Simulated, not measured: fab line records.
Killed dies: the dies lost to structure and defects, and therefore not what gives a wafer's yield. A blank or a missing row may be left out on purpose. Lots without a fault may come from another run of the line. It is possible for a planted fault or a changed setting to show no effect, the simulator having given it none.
8D (eight disciplines) problem report, filled in by code    flow n5-finfet    the parts of the form that need people (team, actions taken, sign-off) are left out

1. WHAT IS WRONG
IOFF_N_LONG at N5_BEOL_M4_RC_MEAS_101 reads a mean of 6.60e-04 nA/um on 3 wafers of 2 lots; wafers without a fault read 5.62e-05 nA/um with a standard deviation of 2.3e-06. That is +99 or more standard deviations from the usual mean.
Seen first at day 8 14:11 on prober-02, wafer L304.2. The record holds 27 wafers of 9 lots with a number at this step. Rule for "out", or "out of limits": more than 4 standard deviations from the usual mean. The other wafers with a number count as sound.

2. WHAT THIS IS AND IS NOT
question                     is                                                            is not
which readings at this step  IOFF_N_LONG, IOFF_N, IOFF_N_85C, IOFF_N_LIN, VT_N, VT_N_LONG  DIBL_N, DIBL_P, IOFF_P, ION_P, SS_N, SS_P
which lots                   L304, L306                                                    L302, L303, L316, L318, L320, L322, L324
which wafers of those lots   L304.2, L304.4, L306.2                                        L304.5, L306.1, L306.6
read on which gauges         prober-02                                                     prober-01
when                         from day 8 14:11                                              up to then (7 sound wafers); but 17 sound wafers of L306, L316, L318, L320, L322, L324 came after

3. THE SUSPECTS, EACH WITH WHAT RULES IT OUT
Counting: any tool at a process step up to the reading remains a suspect provided it ran every lot that is out. Sound lots after the first of them don't rule it out here, since some wafers of a struck lot are sound.
- the gauge at N5_BEOL_M4_RC_MEAS_101 is ruled out. All the wafers that are out were read on prober-02, but those of them that N5_HKMG_FIN_ETCH_58 has rows for are out there too, on other tools.
- ald-sin-02 at N5_SDB_ALD_29 (deposits SiNx, target thk 30 nm, pulse time 1 s, ald cycles 600): kept. It ran every lot that is out, first L304 (day 4 12:25).
- rie-diel-04 at N5_HKMG_FIN_ETCH_58 (etches SOC in N2/H2, target depth 215.8 nm, time 741 s): kept. It processed each lot that is out (first: L304, day 4 18:40); up to then, its last sound lot is L303 (day 4 10:49). On those wafers its own readings are out: run-length-s.
The count leaves rie-diel-04 at N5_HKMG_FIN_ETCH_58 and ald-sin-02 at N5_SDB_ALD_29.

4. THE CAUSE (what the simulator had put in)
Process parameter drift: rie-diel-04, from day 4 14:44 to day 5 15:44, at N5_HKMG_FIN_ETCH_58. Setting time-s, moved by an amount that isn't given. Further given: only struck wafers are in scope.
After counting, 2 suspects remain, this tool included.

5. SEQUENCE OF EFFECTS, ordered by route
One row per reading whose mean, taken over the struck wafers that have a number, lies over 3 standard deviations from the usual. Only readings for which the record gives a usual standard deviation are gone through. hours: the time from each lot's start at the first step in this table that gives one to its start at this step, as a median over the lots. sigmas: the change in usual standard deviations.
hours  step                     reading         usual           on struck wafers  change     sigmas
0      N5_HKMG_FIN_ETCH_58      run-length-s    764.4 s         612.5             -151.9     -99 or more
91     N5_BEOL_M4_RC_MEAS_101   IOFF_N          0.161 nA/um     2.230             +2.069     +90
91     N5_BEOL_M4_RC_MEAS_101   IOFF_N_85C      3.1 nA/um       28.2              +25.1      +66
91     N5_BEOL_M4_RC_MEAS_101   IOFF_N_LIN      0.075 nA/um     1.044             +0.969     +99 or more
91     N5_BEOL_M4_RC_MEAS_101   IOFF_N_LONG     5.62e-05 nA/um  6.60e-04          +6.04e-04  +99 or more
91     N5_BEOL_M4_RC_MEAS_101   VT_N            249.1 mV        174.8             -74.3      -30
91     N5_BEOL_M4_RC_MEAS_101   VT_N_LONG       274.5 mV        199.5             -75.0      -37
187    N5_PASSIVATION_PROBE_49  sort-n-pass     1078            0                 -1078      -60
187    N5_PASSIVATION_PROBE_49  sort-yield-pct  91.3 %          0.0               -91.3      -61
The process steps in it:
- N5_HKMG_FIN_ETCH_58: etches SOC in N2/H2, target depth 215.8 nm, time 741 s.
- N5_PASSIVATION_PROBE_49

6. WHAT WOULD HAVE CAUGHT IT SOONER
95 hours passed between the start of the fault at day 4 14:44 and the first reading out of limits at a measuring or inspecting step in this record, taken at day 8 14:11.
At N5_HKMG_FIN_ETCH_58, the tool's own readings (run-length-s) were out on each struck wafer the step has a row for, so an alarm limit on them would have fired on the first such wafer.
Lots out: 2; all had begun N5_HKMG_FIN_ETCH_58 on rie-diel-04 by day 8 14:11. None of them would have been spared by holding the tool at that moment.
